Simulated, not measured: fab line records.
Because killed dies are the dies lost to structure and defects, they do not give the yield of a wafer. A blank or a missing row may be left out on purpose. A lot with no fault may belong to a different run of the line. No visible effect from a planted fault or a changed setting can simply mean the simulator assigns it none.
Code-filled problem report in 8D (eight disciplines) form | flow n5_finfet | the parts of the form that need people (team, actions taken, sign-off) are left out

== 1. WHAT WENT WRONG ==
Wafers without a fault read 173.5 s, standard deviation 0.42; run_length_s at N5_BEOL_M0_SAQP_ETCH_84 reads a mean of 208.8 s on 5 wafers belonging to 3 lots. Measured from the usual mean, that is +84 standard deviations.
The step: etches SOC in N2/H2, target depth 100 nm, overetch 20 nm, time 150 s.
Seen first at day 9 08:56 on rie_diel-03, wafer L378.6. The record has a number at this step for 19 wafers belonging to 7 lots. Rule for "out" (also "out of limits"): further than 4 standard deviations from the usual mean. All remaining wafers that have a number are taken as sound.

== 2. WHAT IT IS, WHAT IT ISN'T ==
question                    | is                                     | is not
which readings at this step | run_length_s                           | drypump_motor_current_A, h2_flow_sccm, rf_vpp_V, showerhead_plenum_p_Torr
which lots                  | L378, L382, L384                       | L367, L369, L371, L385
which wafers of those lots  | L378.6, L382.3, L382.6, L384.3, L384.6 | L378.4, L384.2
read on which tools         | rie_diel-03                            | rie_diel-04
when                        | from day 9 08:56                       | up to then (10 sound wafers); but 4 sound wafers of L384, L385 came after

== 3. SUSPECTS, AND WHAT RULES EACH OUT ==
Counting: any tool at a process step up to the reading remains a suspect provided it ran every lot that is out. Sound lots after the first of them don't rule it out here, since some wafers of a struck lot are sound.
- rie_diel-03 at N5_BEOL_M0_SAQP_DESCUM_19 (chemistry O2, time 7.9 s): kept. Every lot that is out went through it, the first being L378 (day 9 08:51); the last sound lot it ran before that was L371 (day 7 10:41).
- rie_diel-03 at N5_BEOL_M0_SAQP_ETCH_83 (etches SiARC in CF4, target depth 39 nm, time 65 s): kept. Every lot that is out went through it, the first being L378 (day 9 08:53); the last sound lot it ran before that was L371 (day 7 10:43).
- rie_diel-03 at N5_BEOL_M0_SAQP_ETCH_84 (etches SOC in N2/H2, target depth 100 nm, overetch 20 nm, time 150 s): kept. Every lot that is out went through it, the first being L378 (day 9 08:56); the last sound lot it ran before that was L371 (day 7 10:46). Out on those wafers are its own readings of run_length_s.
Left after counting: rie_diel-03 at N5_BEOL_M0_SAQP_DESCUM_19, rie_diel-03 at N5_BEOL_M0_SAQP_ETCH_83, rie_diel-03 at N5_BEOL_M0_SAQP_ETCH_84.

== 4. THE CAUSE (what the simulator had put in) ==
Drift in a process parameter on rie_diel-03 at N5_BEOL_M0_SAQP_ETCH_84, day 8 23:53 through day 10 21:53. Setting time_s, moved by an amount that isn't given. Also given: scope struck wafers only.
Counting leaves 3 suspects; this tool is one of them.

== 5. SEQUENCE OF EFFECTS, ordered by route ==
Rows list readings where the struck wafers' mean (over those with a number) sits beyond 3 standard deviations from the usual. Scope: only readings with a usual standard deviation given in the record; hours: median across lots of the time from each lot's start at the first step in this table that gives one to its start at this step; sigmas: change in usual standard deviations.
hours | step                    | reading      | usual   | on struck wafers | change | sigmas
0     | N5_BEOL_M0_SAQP_ETCH_84 | run_length_s | 173.5 s | 208.8            | +35.3  | +84
Its process steps:
- N5_BEOL_M0_SAQP_ETCH_84: etches SOC in N2/H2, target depth 100 nm, overetch 20 nm, time 150 s.
Later measuring or inspecting steps at which every struck wafer that the step has a row for has a number for every such reading, and none has moved that far: N5_BEOL_M4_RC_MEAS_101.

== 6. WHAT WOULD HAVE CAUGHT IT SOONER ==
9 hours passed between the start of the fault at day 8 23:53 and the first reading out of limits in this record, taken at day 9 08:56.
